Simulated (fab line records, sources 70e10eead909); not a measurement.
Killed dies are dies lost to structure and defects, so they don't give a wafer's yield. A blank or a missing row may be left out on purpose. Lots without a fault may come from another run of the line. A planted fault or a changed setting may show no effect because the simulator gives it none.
fab line records | flow nand_harc | part 2 of 2: steps 5 to 6 of 6
record lots=24 wafers=72 last_day=34
route steps=1302 shown A_STAIRCASE@743
lots that met no fault: from a run of the same line without faults
start_h: hours from the record's first day to the start of the lot's first wafer shown | wait_h: hours since the lot's step before | " the same as in the row above | L1.1+2: a row that stands for several wafers | - no value, or no start given | * or withheld: withheld | < > ~ a bound
route shown NAME@n: a module of which the file shows steps, and the number in the route of the first | usual: mean/standard deviation of fault-free wafers | same: alike in all rows | chamber/n: place in a boat | sites: the reading at each site | _std_site: their standard deviation | _edge_site: outer sites' mean less inner sites' | radius_mm: how far each site lies from the wafer's centre | mask NAME#n: copy n | behind: the tool/chamber that last shaped the wafer | hold: why the lot was held/for how many hours/how that ended | device: the transistor (n, p or np) that didn't switch | end of line: the same wafers' tests at the end of the route | a step without rows: its recipe alone | killed: dies lost to structure and defects at the first sort, not the wafer's yield | map: a wafer's dies, x killed, . not, _ none there
set.NAME: the setting as run; set.NAME@STEP: as run at that earlier step | model.NAME: the simulator's own value behind a step, which no gauge read
steps of the route over a sample of lots; a table a step, a row a wafer
services: from which hour (start_h, from the record's first day; less than 0 if before it) a tool's chamber was out of use, for how many hours, and why
## steps
# step NHARC_A_STAIRCASE_STRIP_295
# recipe o2_flow_sccm=500 ar_flow_sccm=0 bias_w=0 chemistry=O2
# usual drypump_motor_current_A=5.6/0.41 oes_product_au=0.997/0.0094 rf_vpp_V=57.6/0.89 showerhead_plenum_p_Torr=3.46/0.14 throttle_valve_pct=17.037/0.0086
# columns lot.wafer tool chamber start_h wait_h drypump_motor_current_A oes_product_au rf_hours_counter_h rf_vpp_V showerhead_plenum_p_Torr throttle_valve_pct
L074.1 rie_diel-11 1 - - 5.6 1.012 44 57.8 3.29 17.042
L074.4 " 3 " " 5.8 0.980 42 55.6 3.37 17.045
L074.2 " 0 " " 6.3 0.995 38 57.3 3.45 17.032
L076.4 rie_diel-11 3 - - 5.9 0.999 43 56.4 3.37 17.039
L076.5 " 3 " " 5.9 0.993 - 59.3 3.37 17.032
L076.6 " 0 " " 6.3 0.984 - 58.2 3.45 17.031
L075.3 rie_diel-11 2 - - 5.3 0.994 54 57.6 3.40 17.050
L075.5 " 0 " " 6.4 0.983 - 58.8 3.45 17.029
L075.6 " 1 " " 5.6 1.007 - 56.1 3.29 17.028
L077.1 rie_diel-03 0 - - 6.1 0.981 34 57.3 3.54 17.018
L077.3 " 1 " " 5.8 0.980 32 57.7 3.27 17.034
L077.2 " 2 " " 5.5 0.990 35 57.0 3.52 17.030
L078.4 rie_diel-03 1 - - 5.8 0.980 36 57.6 3.27 17.049
L078.1 " 2 " " 5.5 0.995 39 57.6 3.52 17.041
L078.2 " 3 " " 5.1 0.994 39 56.6 3.46 17.043
L079.2 rie_diel-03 3 - - 5.1 0.999 42 56.9 3.46 17.038
L079.6 " 3 " " 5.1 0.999 - 58.0 3.46 17.027
L079.5 " 0 " " 6.1 0.987 - 57.2 3.54 17.033
L080.4 rie_diel-11 2 - - 5.3 1.011 7 58.1 3.39 17.018
L080.3 " 0 " " 6.4 1.000 1 57.9 3.44 17.035
L080.5 " 3 " " 5.8 0.999 - 57.1 3.36 17.048
L081.1 rie_diel-02 1 - - 6.2 0.987 20 57.3 3.77 17.037
L081.3 " 0 " " 5.2 1.003 19 57.0 3.55 17.058
L081.5 " 1 " " 6.2 0.992 - 55.9 3.76 17.035
L084.2 rie_diel-02 1 - - 6.2 0.998 25 58.7 3.76 17.034
L084.6 " 0 " " 5.2 1.011 - 58.2 3.55 17.035
L084.5 " 1 " " 6.2 0.993 - 58.6 3.76 17.031
L082.1 rie_diel-02 3 - - 5.2 0.994 24 56.7 3.43 17.038
L082.4 " 0 " " 5.2 1.002 25 58.0 3.55 17.039
L082.5 " 2 " " 4.9 1.004 - 58.4 3.50 17.026
L083.4 rie_diel-03 3 - - 5.1 0.989 9 58.0 3.45 17.027
L083.3 " 0 " " 6.1 0.985 13 57.0 3.52 17.039
L083.2 " 1 " " 5.8 0.990 12 59.0 3.80 17.044
L086.1 rie_diel-03 1 - - 5.8 0.992 15 59.0 3.80 17.042
L086.2 " 0 " " 6.0 0.979 14 57.1 3.53 17.028
L086.5 " 2 " " 5.5 0.999 - 58.1 3.50 17.043
L087.1 rie_diel-02 3 - - 5.2 0.998 30 57.8 3.43 17.040
L087.4 " 2 " " 5.0 0.995 30 58.1 3.50 17.035
L087.6 " 0 " " 5.2 0.999 - 57.7 3.55 17.026
L085.2 rie_diel-11 3 - - 5.9 1.002 20 57.4 3.35 17.027
L085.1 " 0 " " 6.3 0.995 16 59.8 3.44 17.029
L085.4 " 1 " " 5.6 1.004 21 56.7 3.28 17.030
L088.5 rie_diel-11 3 - - 5.9 0.999 - 57.0 3.35 17.031
L088.4 " 1 " " 5.6 1.017 - 56.9 3.27 17.038
L088.6 " 2 " " 5.3 1.011 - 56.9 3.38 17.030
L089.4 rie_diel-03 1 - - 5.8 0.991 30 57.3 3.79 17.037
L089.3 " 0 " " 6.1 0.983 28 58.7 3.52 17.033
L089.6 " 2 " " 5.5 0.999 - 55.9 3.49 17.043
L091.3 rie_diel-03 2 - - 5.5 1.003 30 59.1 3.49 17.038
L091.1 " 0 " " 6.1 0.977 29 58.2 3.52 17.035
L091.2 " 1 " " 5.8 0.995 32 58.9 3.79 17.035
L090.2 rie_diel-11 2 - - 5.3 1.000 35 57.6 3.37 17.038
L090.1 " 3 " " 5.9 1.007 38 57.3 3.34 17.024
L090.6 " 1 " " 5.6 1.003 - 57.3 3.27 17.034
L092.1 rie_diel-02 3 - - 5.2 0.995 54 56.9 3.42 17.050
L092.4 " 1 " " 6.2 0.987 51 57.7 3.75 17.042
L092.5 " 3 " " 5.3 0.993 - 57.6 3.42 17.043
L093.3 rie_diel-11 1 - - 5.6 1.005 48 57.0 3.26 17.033
L093.2 " 3 " " 5.8 1.009 43 57.2 3.34 17.061
L093.4 " 0 " " 6.4 1.001 27 57.3 3.43 17.042
L094.2 rie_diel-11 2 - - 5.3 1.013 49 55.8 3.37 17.043
L094.3 " 0 " " 6.4 0.989 34 57.5 3.43 17.042
L094.5 " 2 " " 5.3 1.006 - 57.2 3.37 17.037
L096.2 rie_diel-11 0 - - 6.3 0.999 40 56.8 3.42 17.022
L096.5 " 3 " " 5.9 1.001 - 58.4 3.34 17.027
L096.4 " 2 " " 5.3 1.003 - 58.9 3.36 17.030
L095.1 rie_diel-11 2 - - 5.3 1.002 57 58.7 3.36 17.033
L095.3 " 3 " " 5.9 0.980 54 58.1 3.34 17.032
L095.6 " 3 " " 5.8 0.992 - 57.1 3.34 17.023
L097.4 rie_diel-02 1 - - 6.2 0.979 20 58.3 3.73 17.039
L097.3 " 2 " " 5.0 0.991 19 56.6 3.48 17.057
L097.1 " 3 " " 5.2 0.998 22 57.6 3.40 17.050
# step NHARC_A_STAIRCASE_DEP_301
# recipe target_thk_a=300 target_thk_nm=30 temp_c=400 pressure_torr=3.5 flow_sccm=200 rf_w=350 material=SiON
# usual heater_power_w=788/130
# columns lot.wafer tool chamber start_h wait_h heater_power_w
L074.2 pecvd-04 1 393.10 1.2 746
L074.1 " 2 " " 822
L074.4 " 0 " " 927
L076.4 pecvd-01 1 401.92 0.7 934
L076.5 " 2 " " 618
L076.6 " 0 " " 625
L075.3 pecvd-04 1 408.44 1.0 709
L075.5 " 0 " " 924
L075.6 " 1 " " 739
L077.2 pecvd-01 0 414.03 1.3 716
L077.1 " 1 " " 877
L077.3 " 2 " " 687
L078.1 pecvd-01 1 432.51 1.6 928
L078.2 " 0 " " 729
L078.4 " 2 " " 686
L079.2 pecvd-03 2 441.00 1.3 642
L079.5 " 2 " " 655
L079.6 " 1 " " 952
L080.3 pecvd-03 2 462.94 1.0 635
L080.4 " 0 " " 784
L080.5 " 1 " " 938
L081.1 pecvd-04 2 470.79 1.5 782
L081.3 " 0 " " 956
L081.5 " 1 " " 645
L084.2 pecvd-03 0 482.24 1.3 884
L084.6 " 2 " " 623
L084.5 " 0 " " 852
L082.1 pecvd-03 1 484.10 1.6 862
L082.5 " 0 " " 843
L082.4 " 1 " " 869
L083.3 pecvd-03 1 489.85 0.9 904
L083.2 " 0 " " 851
L083.4 " 2 " " 617
L086.1 pecvd-04 0 499.65 2.3 907
L086.2 " 2 " " 731
L086.5 " 1 " " 695
L087.1 pecvd-04 2 507.70 1.6 759
L087.6 " 2 " " 754
L087.4 " 0 " " 1006
L085.2 pecvd-03 1 508.27 1.2 958
L085.1 " 0 " " 808
L085.4 " 1 " " 963
L088.4 pecvd-03 1 543.40 0.8 809
L088.6 " 2 " " 635
L088.5 " 0 " " 827
L089.3 pecvd-01 0 544.22 1.0 731
L089.4 " 2 " " 677
L089.6 " 0 " " 732
L091.1 pecvd-01 0 551.65 1.6 665
L091.2 " 1 " " 917
L091.3 " 2 " " 590
L090.1 pecvd-04 0 557.27 1.6 982
L090.2 " 1 " " 633
L090.6 " 0 " " 976
L092.1 pecvd-01 0 563.54 1.6 672
L092.4 " 0 " " 683
L092.5 " 1 " " 949
L093.2 pecvd-04 0 584.25 1.2 996
L093.3 " 2 " " 786
L093.4 " 1 " " 664
L094.2 pecvd-04 2 593.20 1.3 677
L094.3 " 0 " " 903
L094.5 " 1 " " 678
L096.2 pecvd-03 1 604.06 1.3 871
L096.4 " 1 " " 834
L096.5 " 2 " " 705
L095.3 pecvd-03 2 605.89 0.9 696
L095.1 " 1 " " 955
L095.6 " 0 " " 724
L097.1 pecvd-01 2 623.63 1.6 658
L097.3 " 0 " " 684
L097.4 " 2 " " 657
## services
# columns tool chamber start_h hours kind
rie_diel-03 2 347.41 6.0 repair
rie_diel-02 2 361.41 9.9 repair
pecvd-03 - 366.18 13.0 pm
acl_dep-01 - 370.95 13.0 pm
rie_diel-02 - 394.39 9.0 pm
rie_diel-11 3 417.39 4.8 repair
rie_diel-11 - 432.53 9.0 pm
pecvd-04 - 450.38 13.0 pm
rie_diel-03 - 459.14 9.0 pm
acl_dep-03 - 481.68 13.0 pm
rie_diel-03 0 489.02 4.1 repair
pecvd-01 - 492.14 13.0 pm
rie_diel-02 - 504.80 1.1 repair
rie_diel-11 - 507.07 1.6 repair
pecvd-03 - 547.18 13.0 pm
rie_diel-03 3 547.96 7.7 repair
rie_diel-11 3 571.25 4.8 repair
rie_diel-02 - 571.39 9.0 pm
rie_diel-11 3 579.37 5.2 repair
pecvd-04 - 595.57 1.0 repair
pecvd-03 - 599.55 1.0 repair
rie_diel-03 1 604.28 7.1 repair
rie_diel-11 - 609.53 9.0 pm
pecvd-03 - 614.07 0.6 repair
